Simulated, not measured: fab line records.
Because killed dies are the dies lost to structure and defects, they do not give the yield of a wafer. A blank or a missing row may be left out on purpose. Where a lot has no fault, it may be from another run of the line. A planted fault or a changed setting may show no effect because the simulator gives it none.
fab line records	flow nandHarc
[record] lots = 24	wafers = 72	lastDay = 33
route steps=1302 shown A_STAIRCASE@705
lots untouched by any fault: they come from a run of this same line in which no faults occurred
startH: hours from the record's opening day to when the first of the lot's shown wafers began	waitH: hours since the lot's step before	" as in the row above	L1.1+2: a single row standing in for several wafers	- no value present, or no start provided	* or withheld: withheld	< > ~ a bound
route shown NAME@n: names a module that has steps shown in the file, with the first one's number in the route	usual: the fault-free wafers' mean and standard deviation	same: alike in all rows	chamber/n: place in a boat	sites: per-site readings	_std_site: how widely they spread, as a standard deviation	_edge_site: outer sites' mean less inner sites'	radiusMm: how far each site lies from the wafer's centre	mask NAME#n: copy n	behind: tool/chamber where the wafer was last shaped	hold: why the lot went on hold/how many hours it stayed there/how the hold came to an end	device: transistor that didn't switch, given as n, p or np	end of line: tests run on the same wafers once the route is complete	for a step that has no rows: nothing shown but its recipe	killed: dies lost to structure and defects at the first sort, not the wafer's yield	map: shows each die of a wafer: x if killed, . if not, _ if none is there
set.NAME: the setting the step ran with; set.NAME@STEP: the setting that earlier step ran with	model.NAME: the simulator's own value behind a step, which no gauge read
one table for each step of the route and one row for each wafer, over a sample of lots
services: a tool's chamber out of use, with start hour (startH, from the record's first day; less than 0 if before it), hours out, and reason
[[steps]]
[step NHARC_A_STAIRCASE_TRIM_191]
[recipe] timeS = 211.2	o2FlowSccm = 500	arFlowSccm = 0	biasW = 0	chemistry = O2
[usual] drypumpMotorCurrentA = 5.7/0.37	oesProductAu = 1.000/0.01	rfVppV = 57.7/1	showerheadPlenumPTorr = 3.48/0.17	throttleValvePct = 17.037/0.0083
lot.wafer	tool	chamber	startH	waitH	drypumpMotorCurrentA	oesProductAu	rfHoursCounterH	rfVppV	showerheadPlenumPTorr	throttleValvePct
L074.1	rieDiel-12	0	-	-	5.6	1.023	23	57.2	3.35	17.028
L074.6	"	1	"	"	5.4	0.985	-	56.8	3.32	17.042
L074.5	"	2	"	"	6.0	0.998	-	57.7	3.65	17.030
L076.3	rieDiel-13	2	-	-	6.6	1.007	4	58.1	3.45	17.038
L076.1	"	1	"	"	5.4	1.003	4	58.0	3.36	17.033
L076.6	"	3	"	"	5.5	1.004	-	58.1	3.37	17.027
L075.3	rieDiel-13	0	-	-	5.5	1.003	9	57.6	3.80	17.036
L075.4	"	1	"	"	5.4	1.008	7	56.9	3.36	17.043
L075.6	"	0	"	"	5.5	1.000	-	57.8	3.80	17.046
L077.3	rieDiel-13	2	-	-	6.6	1.006	11	58.4	3.45	17.030
L077.4	"	0	"	"	5.5	1.012	16	60.3	3.80	17.022
L077.6	"	1	"	"	5.4	1.019	-	57.4	3.35	17.035
L078.2	rieDiel-03	0	-	-	5.5	1.013	31	58.8	3.41	17.028
L078.1	"	2	"	"	6.1	1.000	32	55.8	3.33	17.043
L078.6	"	3	"	"	5.3	0.998	-	59.3	3.79	17.014
L079.3	rieDiel-03	1	-	-	5.3	0.998	32	58.0	3.63	17.024
L079.2	"	0	"	"	5.5	1.008	34	57.0	3.41	17.048
L079.6	"	2	"	"	6.1	1.002	-	58.1	3.33	17.038
L080.2	rieDiel-12	0	-	-	5.6	1.018	49	57.2	3.34	17.030
L080.1	"	1	"	"	5.4	0.994	48	57.8	3.30	17.028
L080.4	"	0	"	"	5.6	1.020	-	57.4	3.33	17.032
L081.3	rieDiel-12	1	-	-	5.5	0.993	51	57.3	3.30	17.044
L081.5	"	3	"	"	5.9	0.998	-	56.4	3.53	17.042
L081.6	"	0	"	"	5.6	1.010	-	56.9	3.33	17.039
L082.3	rieDiel-03	1	-	-	5.3	1.021	45	58.5	3.62	17.039
L082.6	"	1	"	"	5.3	1.006	-	57.9	3.62	17.025
L082.5	"	2	"	"	6.1	1.007	-	57.7	3.32	17.045
L083.2	rieDiel-13	1	-	-	5.3	1.015	35	58.3	3.34	17.052
L083.4	"	2	"	"	6.6	1.014	36	57.3	3.43	17.041
L083.3	"	0	"	"	5.5	0.999	40	58.9	3.79	17.036
L084.3	rieDiel-12	1	-	-	5.4	0.994	3	56.4	3.30	17.034
L084.6	"	0	"	"	5.6	1.003	-	56.9	3.33	17.033
L084.5	"	1	"	"	5.4	0.996	-	57.0	3.30	17.022
L085.2	rieDiel-13	0	-	-	5.5	0.999	45	59.0	3.78	17.032
L085.1	"	2	"	"	6.7	1.000	43	58.2	3.43	17.029
L085.6	"	0	"	"	5.5	0.999	-	58.7	3.78	17.046
L086.4	rieDiel-12	3	-	-	5.9	0.978	8	57.7	3.52	17.035
L086.6	"	0	"	"	5.6	1.002	-	56.5	3.33	17.054
L086.5	"	1	"	"	5.5	1.005	-	57.6	3.30	17.030
L087.1	rieDiel-13	0	-	-	5.5	0.995	52	59.8	3.78	17.029
L087.4	"	1	"	"	5.4	1.005	46	57.8	3.34	17.052
L087.6	"	0	"	"	5.5	1.001	-	58.7	3.78	17.038
L089.3	rieDiel-12	1	-	-	5.4	1.002	13	57.4	3.29	17.025
L089.6	"	1	"	"	5.4	1.003	-	56.7	3.29	17.041
L089.5	"	2	"	"	6.0	0.983	-	56.1	3.63	17.043
L088.1	rieDiel-13	2	-	-	6.6	1.001	56	56.4	3.42	17.034
L088.2	"	3	"	"	5.6	0.999	61	57.5	3.34	17.036
L088.3	"	1	"	"	5.4	1.000	50	57.4	3.33	17.029
L090.4	rieDiel-12	2	-	-	6.0	0.998	17	60.4	3.63	17.045
L090.3	"	0	"	"	5.6	1.003	17	57.1	3.32	17.032
L090.6	"	2	"	"	6.0	0.988	-	57.9	3.63	17.032
L091.3	rieDiel-13	3	-	-	5.5	0.998	68	57.7	3.33	17.042
L091.1	"	0	"	"	5.5	1.003	63	57.6	3.77	17.041
L091.5	"	0	"	"	5.5	1.003	-	59.6	3.77	17.041
L092.3	rieDiel-03	3	-	-	5.3	1.002	20	58.6	3.76	17.028
L092.4	"	0	"	"	5.5	0.988	19	57.9	3.39	17.028
L092.6	"	0	"	"	5.5	0.975	-	57.5	3.39	17.033
L093.3	rieDiel-13	0	-	-	5.5	0.981	5	58.7	3.77	17.020
L093.4	"	1	"	"	5.4	1.001	6	56.6	3.33	17.043
L093.5	"	3	"	"	5.5	1.006	-	57.3	3.33	17.040
L094.2	rieDiel-12	3	-	-	5.9	0.996	31	57.7	3.51	17.043
L094.1	"	0	"	"	5.6	1.005	27	56.2	3.32	17.040
L094.5	"	1	"	"	5.4	0.994	-	56.1	3.28	17.045
L095.4	rieDiel-03	3	-	-	5.3	0.995	32	58.5	3.75	17.041
L095.5	"	0	"	"	5.5	0.988	-	58.8	3.38	17.022
L095.6	"	1	"	"	5.3	0.986	-	59.8	3.60	17.043
L097.3	rieDiel-13	3	-	-	5.5	0.990	10	58.6	3.33	17.036
L097.4	"	1	"	"	5.4	0.998	15	57.9	3.32	17.042
L097.5	"	3	"	"	5.5	1.007	-	56.3	3.33	17.046
L096.3	rieDiel-03	0	-	-	5.5	0.993	33	57.9	3.38	17.029
L096.2	"	2	"	"	6.1	1.013	36	56.9	3.30	17.031
L096.5	"	3	"	"	5.3	1.003	-	59.3	3.75	17.045
[step NHARC_A_STAIRCASE_ETCH_221]
[recipe] targetDepthA = 1000	timeS = 40.5	ionEnergyEv = 400	c4f8FlowSccm = 20	o2FlowSccm = 10	arFlowSccm = withheld	rfW = 600	biasW = 1000	chemistry = C4F8/O2
[usual] oesProductAu = 0.941/0.013	rfVppV = 894/6.3
lot.wafer	tool	chamber	startH	waitH	oesProductAu	rfHoursCounterH	rfVppV
L074.1	rieDiel-12	0	-	-	0.955	29	889
L074.5	"	0	"	"	0.960	-	889
L074.6	"	1	"	"	0.938	-	889
L076.1	rieDiel-12	1	-	-	0.948	30	888
L076.3	"	3	"	"	0.939	31	895
L076.6	"	1	"	"	0.946	-	889
L075.4	rieDiel-03	3	-	-	0.921	31	904
L075.3	"	1	"	"	0.925	26	899
L075.6	"	2	"	"	0.929	-	889
L077.4	rieDiel-12	2	-	-	0.933	29	902
L077.3	"	3	"	"	0.932	37	896
L077.6	"	2	"	"	0.931	-	900
L078.1	rieDiel-03	1	-	-	0.929	31	899
L078.2	"	2	"	"	0.934	33	888
L078.6	"	0	"	"	0.926	-	893
L079.2	rieDiel-12	2	-	-	0.953	31	899
L079.3	"	0	"	"	0.961	43	888
L079.6	"	3	"	"	0.935	-	896
L080.1	rieDiel-03	3	-	-	0.952	47	904
L080.2	"	0	"	"	0.966	42	891
L080.4	"	1	"	"	0.953	39	901
L081.3	rieDiel-12	1	-	-	0.926	51	890
L081.6	"	0	"	"	0.940	-	889
L081.5	"	1	"	"	0.921	-	887
L082.3	rieDiel-13	2	-	-	0.944	35	893
L082.6	"	2	"	"	0.941	-	893
L082.5	"	3	"	"	0.944	-	891
L083.3	rieDiel-03	3	-	-	0.949	60	904
L083.2	"	0	"	"	0.959	55	891
L083.4	"	1	"	"	0.972	52	899
L084.3	rieDiel-12	1	-	-	0.949	4	887
L084.6	"	1	"	"	0.950	-	888
L084.5	"	2	"	"	0.939	-	898
L085.1	rieDiel-13	0	-	-	0.947	47	904
L085.2	"	2	"	"	0.966	45	891
L085.6	"	3	"	"	0.957	-	888
L086.4	rieDiel-03	0	-	-	0.943	5	891
L086.6	"	1	"	"	0.945	-	898
L086.5	"	2	"	"	0.952	-	889
L087.4	rieDiel-12	3	-	-	0.935	11	896
L087.1	"	2	"	"	0.922	11	901
L087.6	"	0	"	"	0.954	-	889
L089.3	rieDiel-12	0	-	-	0.956	14	889
L089.6	"	0	"	"	0.949	-	888
L089.5	"	1	"	"	0.946	-	886
L088.3	rieDiel-03	3	-	-	0.944	11	905
L088.2	"	0	"	"	0.938	12	891
L088.1	"	2	"	"	0.947	11	886
L091.1	rieDiel-03	2	-	-	0.940	16	886
L091.3	"	0	"	"	0.952	16	890
L091.5	"	3	"	"	0.942	-	905
L090.3	rieDiel-03	0	-	-	0.935	16	891
L090.4	"	2	"	"	0.951	17	887
L090.6	"	0	"	"	0.938	-	891
L092.4	rieDiel-13	3	-	-	0.934	1	889
L092.3	"	2	"	"	0.936	1	892
L092.6	"	3	"	"	0.934	-	889
L093.3	rieDiel-03	0	-	-	0.932	26	890
L093.4	"	3	"	"	0.939	27	902
L093.5	"	0	"	"	0.938	-	892
L094.2	rieDiel-03	0	-	-	0.920	31	889
L094.1	"	1	"	"	0.905	34	898
L094.5	"	1	"	"	0.917	-	898
L095.4	rieDiel-13	1	-	-	0.933	16	889
L095.5	"	3	"	"	0.939	-	890
L095.6	"	0	"	"	0.923	-	905
L097.3	rieDiel-12	1	-	-	0.958	43	887
L097.4	"	3	"	"	0.952	35	895
L097.5	"	2	"	"	0.944	-	899
L096.2	rieDiel-12	3	-	-	0.943	37	895
L096.3	"	0	"	"	0.980	36	888
L096.5	"	2	"	"	0.942	-	902
[step NHARC_A_STAIRCASE_TRIM_226]
[recipe] timeS = 211.2	o2FlowSccm = 500	arFlowSccm = 0	biasW = 0	chemistry = O2
[usual] drypumpMotorCurrentA = 5.7/0.33	oesProductAu = 0.999/0.011	rfVppV = 57.6/1	showerheadPlenumPTorr = 3.49/0.17	throttleValvePct = 17.036/0.0096
lot.wafer	tool	chamber	startH	waitH	drypumpMotorCurrentA	oesProductAu	rfHoursCounterH	rfVppV	showerheadPlenumPTorr	throttleValvePct
L074.1	rieDiel-12	0	-	-	5.6	1.023	30	56.4	3.35	17.037
L074.6	"	1	"	"	5.4	1.001	-	57.2	3.31	17.029
L074.5	"	2	"	"	5.9	1.005	-	58.0	3.65	17.034
L076.1	rieDiel-12	0	-	-	5.6	1.015	32	58.8	3.34	17.037
L076.3	"	3	"	"	5.9	0.991	31	58.5	3.54	17.028
L076.6	"	0	"	"	5.6	1.019	-	57.8	3.34	17.041
L075.4	rieDiel-03	3	-	-	5.3	1.003	32	59.4	3.79	17.033
L075.3	"	0	"	"	5.5	1.011	27	56.3	3.42	17.063
L075.6	"	1	"	"	5.4	1.011	-	56.8	3.63	17.043
L077.4	rieDiel-12	1	-	-	5.4	0.996	39	58.5	3.31	17.032
L077.3	"	2	"	"	6.0	1.002	29	57.6	3.64	17.033
L077.6	"	2	"	"	6.0	1.011	-	58.5	3.64	17.038
L078.2	rieDiel-03	1	-	-	5.3	1.004	31	56.8	3.63	17.033
L078.1	"	3	"	"	5.3	1.010	37	56.9	3.79	17.043
L078.6	"	0	"	"	5.5	1.010	-	57.7	3.41	17.029
L079.2	rieDiel-12	3	-	-	5.9	0.999	40	58.3	3.54	17.024
L079.3	"	0	"	"	5.6	1.028	44	57.1	3.34	17.030
L079.6	"	2	"	"	6.0	1.008	-	56.7	3.64	17.042
L080.1	rieDiel-03	3	-	-	5.3	0.984	47	58.1	3.78	17.026
L080.2	"	0	"	"	5.5	1.013	43	56.6	3.41	17.043
L080.4	"	1	"	"	5.4	1.010	-	58.9	3.62	17.049
L081.3	rieDiel-12	2	-	-	6.0	0.997	38	57.1	3.64	17.034
L081.6	"	2	"	"	6.0	1.005	-	59.2	3.64	17.030
L081.5	"	3	"	"	5.9	0.999	-	58.2	3.53	17.049
L082.3	rieDiel-13	3	-	-	5.6	1.008	41	57.3	3.35	17.042
L082.6	"	3	"	"	5.6	1.008	-	56.4	3.35	17.040
L082.5	"	0	"	"	5.5	1.008	-	59.3	3.78	17.037
L083.3	rieDiel-03	1	-	-	5.3	1.004	52	58.6	3.62	17.034
L083.4	"	3	"	"	5.3	0.989	61	58.8	3.77	17.042
L083.2	"	0	"	"	5.5	1.006	56	58.6	3.40	17.032
L084.3	rieDiel-12	1	-	-	5.4	0.996	4	57.4	3.30	17.046
L084.5	"	1	"	"	5.4	0.998	-	58.3	3.30	17.053
L084.6	"	2	"	"	6.0	0.965	-	59.5	3.63	17.017
L085.1	rieDiel-13	0	-	-	5.5	1.005	47	59.2	3.78	17.027
L085.2	"	2	"	"	6.6	1.009	46	56.9	3.43	17.036
L085.6	"	1	"	"	5.4	0.996	-	58.2	3.34	17.030
L086.4	rieDiel-03	1	-	-	5.3	0.983	5	57.9	3.61	17.052
L086.6	"	0	"	"	5.5	0.991	-	56.4	3.40	17.033
L086.5	"	1	"	"	5.3	0.989	-	58.1	3.61	17.054
L087.1	rieDiel-12	1	-	-	5.4	0.993	11	55.7	3.29	17.027
L087.4	"	3	"	"	5.9	0.989	11	58.9	3.52	17.028
L087.6	"	0	"	"	5.6	1.009	-	57.9	3.32	17.039
L089.3	rieDiel-12	1	-	-	5.4	1.007	15	57.2	3.29	17.041
L089.5	"	0	"	"	5.6	1.004	-	56.9	3.32	17.041
L089.6	"	1	"	"	5.4	0.994	-	56.9	3.29	17.017
L088.3	rieDiel-03	2	-	-	6.1	0.994	12	60.2	3.31	17.027
L088.1	"	3	"	"	5.3	0.994	11	58.7	3.77	17.036
L088.2	"	0	"	"	5.5	0.985	12	58.1	3.39	17.046
L091.1	rieDiel-03	1	-	-	5.3	0.992	17	58.9	3.61	17.045
L091.3	"	3	"	"	5.3	0.993	16	57.9	3.76	17.034
L091.5	"	1	"	"	5.4	0.994	-	56.1	3.61	17.025
L090.4	rieDiel-03	3	-	-	5.3	1.001	17	58.7	3.76	17.033
L090.3	"	1	"	"	5.3	0.989	18	57.9	3.61	17.024
L090.6	"	3	"	"	5.3	1.002	-	58.2	3.76	17.040
L092.4	rieDiel-13	3	-	-	5.6	0.989	2	58.2	3.33	17.027
L092.3	"	1	"	"	5.4	0.996	4	57.2	3.33	17.012
L092.6	"	3	"	"	5.5	0.987	-	57.1	3.33	17.042
L093.3	rieDiel-03	2	-	-	6.1	1.013	27	57.7	3.30	17.038
L093.4	"	0	"	"	5.5	0.988	26	58.4	3.39	17.025
L093.5	"	2	"	"	6.1	1.012	-	57.8	3.30	17.033
L094.2	rieDiel-03	1	-	-	5.3	0.985	35	58.0	3.60	17.038
L094.1	"	3	"	"	5.3	0.999	32	58.9	3.75	17.040
L094.5	"	1	"	"	5.3	0.997	-	57.9	3.60	17.027
L095.4	rieDiel-13	1	-	-	5.4	1.010	18	56.0	3.32	17.048
L095.6	"	2	"	"	6.6	1.005	-	58.0	3.41	17.045
L095.5	"	3	"	"	5.5	1.008	-	58.3	3.32	17.037
L097.3	rieDiel-12	2	-	-	6.0	0.988	40	58.9	3.61	17.024
L097.4	"	0	"	"	5.6	1.013	34	57.1	3.31	17.043
L097.5	"	2	"	"	6.0	0.986	-	58.7	3.61	17.027
L096.2	rieDiel-12	3	-	-	5.9	0.984	37	57.1	3.51	17.033
L096.3	"	1	"	"	5.5	0.987	46	58.2	3.28	17.048
L096.5	"	2	"	"	6.0	0.978	-	57.7	3.61	17.028
[step NHARC_A_STAIRCASE_ETCH_227]
[recipe] targetDepthA = 1000	timeS = 40.5	ionEnergyEv = 400	c4f8FlowSccm = 20	o2FlowSccm = 10	arFlowSccm = withheld	rfW = 600	biasW = 1000	chemistry = C4F8/O2
[usual] oesProductAu = 0.943/0.011	rfVppV = 894/6.1
lot.wafer	tool	chamber	startH	waitH	oesProductAu	rfHoursCounterH	rfVppV
L074.1	rieDiel-12	1	-	-	0.940	28	888
L074.6	"	1	"	"	0.941	-	888
L074.5	"	2	"	"	0.938	-	899
L076.3	rieDiel-12	3	-	-	0.935	31	897
L076.1	"	1	"	"	0.930	30	889
L076.6	"	2	"	"	0.944	-	900
L075.3	rieDiel-03	2	-	-	0.941	29	889
L075.4	"	3	"	"	0.954	32	905
L075.6	"	2	"	"	0.951	-	889
L077.4	rieDiel-12	0	-	-	0.965	41	890
L077.3	"	1	"	"	0.934	39	888
L077.6	"	3	"	"	0.944	-	896
L078.2	rieDiel-03	2	-	-	0.947	34	889
L078.1	"	0	"	"	0.949	32	892
L078.6	"	2	"	"	0.949	-	888
L079.2	rieDiel-12	3	-	-	0.944	40	895
L079.3	"	0	"	"	0.964	44	890
L079.6	"	3	"	"	0.944	-	896
L080.1	rieDiel-03	3	-	-	0.925	47	905
L080.2	"	1	"	"	0.937	40	900
L080.4	"	1	"	"	0.931	-	900
L081.3	rieDiel-12	1	-	-	0.949	52	887
L081.6	"	1	"	"	0.946	-	888
L081.5	"	2	"	"	0.938	-	902
L082.3	rieDiel-13	3	-	-	0.949	42	889
L082.6	"	2	"	"	0.954	-	893
L082.5	"	3	"	"	0.939	-	890
L083.2	rieDiel-03	0	-	-	0.950	56	891
L083.4	"	1	"	"	0.959	52	901
L083.3	"	2	"	"	0.953	53	887
L084.3	rieDiel-12	1	-	-	0.936	5	886
L084.5	"	3	"	"	0.937	-	895
L084.6	"	0	"	"	0.944	-	888
L085.1	rieDiel-13	3	-	-	0.957	50	889
L085.2	"	1	"	"	0.947	42	888
L085.6	"	0	"	"	0.943	-	904
L086.4	rieDiel-03	3	-	-	0.942	5	904
L086.5	"	1	"	"	0.932	-	899
L086.6	"	2	"	"	0.956	-	888
L087.1	rieDiel-12	3	-	-	0.941	11	896
L087.4	"	0	"	"	0.951	11	889
L087.6	"	2	"	"	0.951	-	900
L089.3	rieDiel-12	0	-	-	0.960	15	888
L089.5	"	1	"	"	0.944	-	887
L089.6	"	0	"	"	0.955	-	887
L088.3	rieDiel-03	0	-	-	0.941	12	891
L088.2	"	1	"	"	0.934	13	900
L088.1	"	2	"	"	0.940	12	888
L091.1	rieDiel-03	0	-	-	0.931	16	891
L091.3	"	1	"	"	0.930	17	900
L091.5	"	0	"	"	0.927	-	890
L090.3	rieDiel-03	1	-	-	0.930	18	899
L090.4	"	3	"	"	0.937	18	905
L090.6	"	0	"	"	0.928	-	891
L092.4	rieDiel-13	3	-	-	0.938	2	888
L092.3	"	0	"	"	0.943	3	905
L092.6	"	3	"	"	0.951	-	888
L093.4	rieDiel-03	1	-	-	0.941	29	899
L093.3	"	0	"	"	0.944	26	891
L093.5	"	2	"	"	0.950	-	889
L094.2	rieDiel-03	2	-	-	0.945	34	886
L094.1	"	3	"	"	0.939	32	905
L094.5	"	1	"	"	0.922	-	896
L095.4	rieDiel-13	0	-	-	0.951	12	906
L095.6	"	2	"	"	0.951	-	892
L095.5	"	3	"	"	0.941	-	887
L097.4	rieDiel-12	1	-	-	0.942	43	887
L097.3	"	2	"	"	0.924	40	899
L097.5	"	0	"	"	0.970	-	889
L096.3	rieDiel-12	2	-	-	0.921	43	899
L096.2	"	0	"	"	0.962	36	887
L096.5	"	2	"	"	0.936	-	899
[step NHARC_A_STAIRCASE_HM_DEP_456]
[recipe] targetThkA = 31000	tempC = 400	material = aC
[usual] throttleValvePct = 34.999/0.0097
lot.wafer	tool	chamber	startH	waitH	throttleValvePct
L074.1	aclDep-02	0	361.38	-	35.012
L074.5	"	0	362.60	-	35.003
L074.6	"	0	"	"	35.005
L076.1	aclDep-03	0	370.69	-	34.979
L076.3	"	0	"	"	34.994
L076.6	"	0	"	"	35.003
L075.3	aclDep-02	0	384.04	-	35.018
L075.4	"	0	"	"	34.990
L075.6	"	0	"	"	34.996
L077.3	aclDep-03	0	394.63	-	35.015
L077.4	"	0	"	"	34.990
L077.6	"	0	"	"	34.999
L078.1	aclDep-01	0	397.43	-	35.004
L078.2	"	0	"	"	35.021
L078.6	"	0	398.94	-	35.021
L079.2	aclDep-01	0	404.90	-	34.986
L079.3	"	0	"	"	34.996
L079.6	"	0	"	"	34.991
L080.1	aclDep-01	0	435.31	-	35.014
L080.2	"	0	"	"	34.988
L080.4	"	0	"	"	34.993
L081.3	aclDep-02	0	439.62	-	34.992
L081.5	"	0	"	"	34.993
L081.6	"	0	"	"	35.010
L082.3	aclDep-02	0	458.75	-	34.989
L082.5	"	0	"	"	34.994
L082.6	"	0	"	"	34.998
L083.2	aclDep-01	0	465.89	-	35.001
L083.3	"	0	"	"	34.987
L083.4	"	0	"	"	35.001
L084.3	aclDep-02	0	475.64	-	34.991
L084.5	"	0	"	"	34.988
L084.6	"	0	"	"	34.997
L085.1	aclDep-02	0	476.97	-	34.993
L085.2	"	0	"	"	35.010
L085.6	"	0	478.50	-	35.000
L086.4	aclDep-02	0	496.59	-	34.994
L086.5	"	0	"	"	35.005
L086.6	"	0	"	"	34.998
L087.1	aclDep-02	0	505.20	-	35.006
L087.4	"	0	"	"	35.007
L087.6	"	0	"	"	35.008
L089.3	aclDep-03	0	515.67	-	34.995
L089.5	"	0	"	"	34.991
L089.6	"	0	"	"	35.003
L088.1	aclDep-03	0	518.77	-	35.011
L088.2	"	0	"	"	34.988
L088.3	"	0	"	"	35.013
L091.1	aclDep-03	0	527.92	-	35.006
L091.3	"	0	"	"	35.005
L091.5	"	0	"	"	35.003
L090.3	aclDep-01	0	531.27	-	35.012
L090.4	"	0	"	"	34.992
L090.6	"	0	"	"	34.985
L092.3	aclDep-03	0	540.86	-	34.986
L092.4	"	0	"	"	35.004
L092.6	"	0	"	"	35.004
L093.3	aclDep-02	0	563.45	-	34.992
L093.4	"	0	"	"	35.009
L093.5	"	0	"	"	34.987
L094.1	aclDep-03	0	582.35	-	34.993
L094.2	"	0	"	"	35.009
L094.5	"	0	"	"	35.005
L095.4	aclDep-03	0	592.35	-	35.006
L095.5	"	0	"	"	35.005
L095.6	"	0	"	"	35.005
L097.3	aclDep-02	0	593.84	-	35.008
L097.4	"	0	"	"	35.003
L097.5	"	0	"	"	34.989
L096.2	aclDep-03	0	597.23	-	34.979
L096.3	"	0	"	"	34.991
L096.5	"	0	"	"	34.992
[step NHARC_A_STAIRCASE_DESCUM_270]
[recipe] timeS = 3	o2FlowSccm = 200	arFlowSccm = 0	biasPowerW = 0	chemistry = O2
[usual] drypumpMotorCurrentA = 5.7/0.37	oesProductAu = 1.000/0.01	rfVppV = 57.7/0.92	showerheadPlenumPTorr = 1.89/0.1	throttleValvePct = 11.312/0.0093
[same] biasPowerW = 0
lot.wafer	tool	chamber	startH	waitH	drypumpMotorCurrentA	oesProductAu	rfHoursCounterH	rfVppV	showerheadPlenumPTorr	throttleValvePct
L074.1	rieDiel-13	0	364.22	-	5.5	0.992	7	59.0	2.07	11.314
L074.6	"	0	"	"	5.5	1.011	-	58.6	2.07	11.312
L074.5	"	1	"	"	5.4	1.001	-	57.4	1.81	11.307
L076.1	rieDiel-12	0	373.43	-	5.6	1.014	37	57.3	1.80	11.316
L076.3	"	1	"	"	5.4	0.990	35	57.1	1.79	11.302
L076.6	"	3	"	"	5.9	0.992	-	58.5	1.92	11.296
L075.3	rieDiel-03	1	386.29	-	5.3	0.994	29	58.0	1.97	11.336
L075.4	"	3	"	"	5.3	1.001	34	59.6	2.06	11.309
L075.6	"	1	"	"	5.3	1.008	-	58.8	1.97	11.317
L077.3	rieDiel-03	2	396.77	-	6.1	0.992	34	57.5	1.80	11.305
L077.4	"	3	"	"	5.3	0.996	38	57.0	2.06	11.314
L077.6	"	2	"	"	6.1	0.990	-	57.3	1.80	11.314
L078.2	rieDiel-13	3	400.25	-	5.5	0.992	22	55.8	1.81	11.317
L078.1	"	0	"	"	5.5	0.995	22	57.0	2.07	11.302
L078.6	"	3	"	"	5.5	1.002	-	56.8	1.81	11.320
L079.3	rieDiel-12	3	407.33	-	5.9	0.993	40	58.4	1.92	11.315
L079.2	"	0	"	"	5.6	1.027	44	57.5	1.80	11.302
L079.6	"	0	"	"	5.6	1.006	-	56.7	1.80	11.305
L080.2	rieDiel-13	3	438.16	-	5.5	1.006	36	58.0	1.81	11.321
L080.4	"	0	"	"	5.5	1.012	34	57.6	2.07	11.300
L080.1	"	1	"	"	5.4	1.010	29	58.8	1.81	11.308
L081.3	rieDiel-13	3	441.89	-	5.5	1.018	38	57.8	1.81	11.337
L081.5	"	0	"	"	5.5	0.995	-	58.2	2.06	11.313
L081.6	"	2	"	"	6.6	1.010	-	56.9	1.86	11.324
L082.3	rieDiel-12	1	460.86	-	5.4	0.993	1	57.9	1.78	11.317
L082.5	"	1	"	"	5.4	0.997	-	56.4	1.78	11.326
L082.6	"	2	"	"	6.0	0.977	-	58.8	1.98	11.313
L083.4	rieDiel-13	0	468.33	-	5.5	1.008	46	57.5	2.06	11.327
L083.3	"	1	"	"	5.4	1.017	40	57.2	1.80	11.299
L083.2	"	3	"	"	5.5	1.011	49	56.6	1.81	11.331
L084.3	rieDiel-12	3	477.87	-	5.9	0.978	6	57.2	1.91	11.313
L084.6	"	2	"	"	5.9	0.979	-	58.4	1.97	11.322
L084.5	"	3	"	"	5.9	0.989	-	57.9	1.91	11.297
L085.1	rieDiel-03	1	479.81	-	5.3	0.994	3	58.0	1.96	11.305
L085.2	"	0	"	"	5.5	1.002	3	57.2	1.84	11.296
L085.6	"	1	"	"	5.3	0.994	-	58.0	1.96	11.316
L086.4	rieDiel-13	2	498.50	-	6.6	1.016	49	56.5	1.85	11.311
L086.6	"	1	"	"	5.4	1.004	-	56.7	1.80	11.301
L086.5	"	2	"	"	6.6	1.013	-	56.9	1.85	11.305
L087.4	rieDiel-03	2	507.97	-	6.1	0.998	9	57.0	1.79	11.308
L087.1	"	3	"	"	5.3	0.994	10	57.0	2.05	11.314
L087.6	"	2	"	"	6.1	0.998	-	57.9	1.79	11.309
L089.3	rieDiel-03	3	517.83	-	5.3	0.994	13	59.4	2.05	11.321
L089.5	"	0	"	"	5.5	0.991	-	58.5	1.83	11.309
L089.6	"	1	"	"	5.3	0.994	-	58.9	1.96	11.311
L088.1	rieDiel-12	2	521.60	-	6.0	0.992	20	57.9	1.97	11.315
L088.2	"	3	"	"	5.9	0.996	17	59.8	1.91	11.303
L088.3	"	1	"	"	5.4	1.013	21	57.3	1.77	11.310
L091.3	rieDiel-13	3	530.66	-	5.5	1.002	0	57.3	1.80	11.304
L091.1	"	1	"	"	5.4	1.006	0	57.4	1.80	11.314
L091.5	"	3	"	"	5.6	0.995	-	56.7	1.80	11.305
L090.3	rieDiel-13	0	533.49	-	5.5	0.992	2	59.8	2.05	11.315
L090.4	"	1	"	"	5.4	1.000	2	56.9	1.80	11.308
L090.6	"	3	"	"	5.5	1.004	-	57.1	1.80	11.305
L092.4	rieDiel-03	0	543.14	-	5.5	0.999	23	58.1	1.83	11.332
L092.3	"	1	"	"	5.4	0.988	26	59.1	1.96	11.298
L092.6	"	3	"	"	5.3	1.003	-	59.1	2.05	11.323
L093.3	rieDiel-03	2	565.79	-	6.1	1.009	28	57.1	1.78	11.323
L093.4	"	3	"	"	5.3	0.998	28	57.0	2.05	11.325
L093.5	"	2	"	"	6.1	1.004	-	57.1	1.78	11.325
L094.2	rieDiel-12	0	585.22	-	5.6	1.001	34	57.5	1.79	11.302
L094.1	"	2	"	"	6.0	0.976	40	58.3	1.96	11.298
L094.5	"	0	"	"	5.6	1.008	-	57.4	1.79	11.316
L095.4	rieDiel-03	1	594.15	-	5.3	0.989	40	56.7	1.95	11.300
L095.6	"	1	"	"	5.3	0.996	-	57.3	1.95	11.308
L095.5	"	2	"	"	6.1	1.010	-	57.4	1.78	11.311
L097.3	rieDiel-03	2	596.30	-	6.1	1.019	39	58.1	1.78	11.304
L097.4	"	3	"	"	5.3	1.001	38	58.5	2.04	11.324
L097.5	"	1	"	"	5.3	0.994	-	59.2	1.95	11.312
L096.2	rieDiel-12	0	599.78	-	5.6	1.010	38	57.8	1.79	11.303
L096.3	"	1	"	"	5.5	0.999	50	57.8	1.77	11.318
L096.5	"	3	"	"	5.8	0.990	-	58.8	1.90	11.323
[[services]]
tool	chamber	startH	hours	kind
rieDiel-12	0	326.56	-	clean
rieDiel-12	1	326.56	-	clean
rieDiel-12	2	326.56	-	clean
rieDiel-12	3	326.56	-	clean
rieDiel-03	0	342.00	-	clean
rieDiel-03	1	342.00	-	clean
rieDiel-13	-	342.11	9.0	pm
rieDiel-03	0	359.61	6.1	repair
aclDep-01	-	371.97	13.0	pm
rieDiel-12	2	406.71	10.1	repair
rieDiel-03	2	421.02	1.3	repair
rieDiel-13	3	422.60	3.9	repair
aclDep-02	-	425.36	13.0	pm
aclDep-03	-	428.85	7.1	repair
rieDiel-12	-	445.56	9.0	pm
aclDep-01	-	446.50	0.1	repair
aclDep-03	-	484.42	13.0	pm
rieDiel-13	-	521.62	9.0	pm
rieDiel-12	0	526.03	5.7	repair
rieDiel-03	-	533.13	0.7	repair
rieDiel-12	0	536.48	5.4	repair
rieDiel-03	2	543.29	7.7	repair
aclDep-01	-	554.26	13.0	pm
rieDiel-12	-	590.55	0.9	repair
[[key]]
fault none
